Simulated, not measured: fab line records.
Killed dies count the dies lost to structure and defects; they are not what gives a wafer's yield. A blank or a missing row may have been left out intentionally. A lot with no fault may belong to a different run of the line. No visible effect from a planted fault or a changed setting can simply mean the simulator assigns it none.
Matching of chambers	flow n5-finfet	4 sister chambers for N5_BEOL_M0_SAQP_SPACER1_ALD_98 on ald-sin-01
The step deposits SiO2, target thk 12.8 nm, pulse time 1 s, purge time 2 s. 22 wafers are shown with their chamber, then 11 later ones without.

WAFERS PAIRED WITH THEIR CHAMBERS
wafer	chamber	heater-power-w (W)	chamber-pressure-Torr (Torr)	precursor-pulse-height-rel
L074.1	1	427	2.004	1.014
L074.4	1	412	1.998	1.042
L074.6	0	458	2.003	0.950
L075.1	1	416	2.000	0.989
L075.4	3	516	2.002	0.986
L075.5	0	467	2.003	0.991
L076.2	3	514	1.996	0.999
L076.3	0	462	2.007	0.991
L076.5	3	528	1.997	0.988
L077.1	3	528	1.994	1.003
L077.4	1	426	1.999	0.988
L077.5	3	525	2.004	1.050
L078.1	1	424	1.998	1.036
L078.4	3	502	1.993	0.980
L078.6	2	605	1.996	1.013
L080.2	1	412	1.999	0.973
L080.3	2	597	1.991	0.981
L080.6	2	588	1.991	0.987
L083.1	0	461	2.002	1.024
L083.4	1	429	2.007	1.019
L083.6	2	600	1.996	0.983
L085.3	2	603	2.004	1.006

SIGNATURES, as means of the wafers listed above
reading	chamber 0	chamber 1	chamber 2	chamber 3	scatter within a chamber
heater-power-w	462.00	420.86	598.60	518.83	7.68
chamber-pressure-Torr	2.00375	2.00071	1.99560	1.99767	0.00406
precursor-pulse-height-rel	0.98900	1.00871	0.99400	1.00100	0.0246
Rule: for a wafer and a chamber, the distance is found by dividing, reading by reading, the gap between the wafer's reading and the chamber's mean by the reading's scatter, squaring, summing and taking the root. If the next closest chamber is less than 2 further off than the closest, the wafer can't be placed; otherwise it belongs to the closest. The scatter: the root of (the sum of the squares of (reading less its chamber's mean) over the shown wafers, divided by (wafers less chambers)).

WAFERS WITHOUT THEIR CHAMBER
wafer	heater-power-w (W)	chamber-pressure-Torr (Torr)	precursor-pulse-height-rel
L085.4	477	2.005	0.989
L085.5	538	2.007	0.974
L089.3	514	1.998	0.977
L089.4	587	2.008	1.002
L089.6	611	1.994	1.037
L088.1	450	2.000	1.019
L088.4	419	2.002	0.995
L088.6	598	2.006	0.998
L097.1	415	2.002	0.982
L097.2	613	2.004	1.018
L097.5	614	1.995	0.995

CHAMBER TAKEN BY EACH
wafer	from the rows above	in truth
L085.4	0	0
L085.5	3	3
L089.3	3	3
L089.4	2	2
L089.6	2	2
L088.1	can't be placed: 0 or 1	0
L088.4	1	1
L088.6	2	2
L097.1	1	1
L097.2	2	2
L097.5	2	2
Placed correctly: 10 of 11. Not placeable from these rows: 1 (in 1, the candidates include the true chamber). Wrongly placed: 0.
